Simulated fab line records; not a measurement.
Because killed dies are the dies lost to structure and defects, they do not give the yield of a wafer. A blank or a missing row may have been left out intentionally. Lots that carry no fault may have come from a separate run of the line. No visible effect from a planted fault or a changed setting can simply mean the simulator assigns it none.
Struck lot and sound lot, side by side	flow nand harc	25 steps out of a route of 1302
Sound: these wafers, L496.2, L496.5, L496.6. Struck: wafer L506.2 (left out: L506.3, L506.4 of the same lot, which were not struck); the cause appears at the end.
For every step that has rows: the tool of each side, followed by ch and its chambers, followed by its first start. Under that, the readings that differ: sound wafers	struck wafers	difference of the means	sigmas: that difference in standard deviations of wafers without a fault.
alike: a reading whose means differ by less than 2 such deviations, as well as words and numbers matching on both sides. not compared: withheld readings; readings where some wafer has no value; bounds like >300 that might hide an equal value; numbers whose values overlap and for which the record gives no deviation.
A row with sigmas, a row that says differs or no value, or rows on one side alone: a step with any of these is where the two part. When numbers do not overlap yet have no deviation, they are printed without sigmas and do not part them. Lack of a reading on every wafer of one side parts them only where that side has two or more wafers.

first, 4 steps without rows for these wafers: NHARC_A_STAIRCASE_DEP_417 (deposits Si3N4, target thk 60 nm); NHARC_A_STAIRCASE_WET_418 (chemistry H3PO4, target depth 20 nm); NHARC_A_STAIRCASE_PRECLEAN_419 (cleans in SC1); NHARC_A_STAIRCASE_SRD_421.
NHARC_A_STAIRCASE_ALD_420: deposits SiO2, target thk 20 nm, pulse time 6 s, ald cycles 200.
  sound on ald hk-01 ch 2,3, day 21 04:19; struck on ald hk-01 ch 0, day 23 18:13
  alike: heater power w, precursor pulse height rel
then, 1 step without rows for these wafers: NHARC_A_STAIRCASE_CVD_552 (deposits SiNx, target thk 40 nm).
NHARC_A_STAIRCASE_DEP_151: deposits SiO2, target thk 7200 nm.
  sound on pecvd-03 ch 0,1,2, day 21 12:34; struck on pecvd-01 ch 0, day 24 04:10
reading	sound	struck	difference	sigmas
heater power w (W)	637 561 545	755	+174	+2
mfc precursor sccm (sccm)	199.8 200.4 199.9	198.7	-1.3	-2
then, 3 steps without rows for these wafers: NHARC_A_STAIRCASE_ANNEAL_320 (time 1800 s); NHARC_A_STAIRCASE_DEP_322 (deposits SiO2, target thk 7200 nm); NHARC_A_STAIRCASE_ANNEAL_323 (time 1800 s).
NHARC_A_STAIRCASE_DEP_325: deposits SiO2, target thk 7200 nm.
  sound on pecvd-03 ch 0,1,2, day 22 08:14; struck on pecvd-02 ch 1, day 24 19:06
reading	sound	struck	difference	sigmas
mfc precursor sccm (sccm)	200.3 199.4 199.9	282.6	+82.7	+99 or more
  alike: heater power w
then, 10 steps without rows for these wafers: NHARC_A_STAIRCASE_ANNEAL_326 (time 1800 s); NHARC_A_STAIRCASE_DEHYDRATE_433 (time 120 s); NHARC_A_STAIRCASE_HMDS_434 (time 30 s); NHARC_A_STAIRCASE_COAT_435; NHARC_A_STAIRCASE_SOFTBAKE_436 (time 170 s); NHARC_A_STAIRCASE_EBR_437; NHARC_A_STAIRCASE_EXPOSE_438 (exposes mask STAIR REV); NHARC_A_STAIRCASE_PEB_439 (peb time 130 s); NHARC_A_STAIRCASE_DEVELOP_440 (time 140 s); NHARC_A_STAIRCASE_HARDBAKE_442 (time 140 s).
NHARC_A_STAIRCASE_DESCUM_443: chemistry O2, time 3 s.
  sound on rie diel-08 ch 0,1,2, day 22 18:33; struck on rie diel-11 ch 3, day 25 03:31
reading	sound	struck	difference	sigmas
throttle valve pct (%)	11.274 11.297 11.311	11.313	+0.019	+2
  alike: drypump motor current A, oes product au, rf vpp V, showerhead plenum p Torr
  not compared: rf hours counter h
NHARC_A_STAIRCASE_ETCH_444: etches the open film in C4F8/O2, target depth 20400 nm, time 6800 s.
  sound on rie diel-08 ch 2,3, day 22 19:06; struck on rie diel-11 ch 1, day 25 06:25
reading	sound	struck	difference	sigmas
bias w (W)	1003.7 999.7 999.6	993.0	-8.0	-3
  alike: oes product au, rf vpp V
  not compared: rf hours counter h
NHARC_A_STAIRCASE_STRIP_446: strips in O2.
  sound on plasma asher-02 ch 0,1, day 22 23:04; struck on plasma asher-02 ch 1, day 25 13:00
reading	sound	struck	difference	sigmas
hold	- - -	await dispo/2.0h/release	no value on the sound wafers	
  alike: drypump motor current A, heater power w
  not compared: rf hours counter h
next, for these wafers, 1 step has no rows: NHARC_END_SORT_01.

## WHERE THEY PART
Earliest at NHARC_A_STAIRCASE_DEP_151; latest, in this record, at NHARC_A_STAIRCASE_STRIP_446.

WHY: what the simulator had put in
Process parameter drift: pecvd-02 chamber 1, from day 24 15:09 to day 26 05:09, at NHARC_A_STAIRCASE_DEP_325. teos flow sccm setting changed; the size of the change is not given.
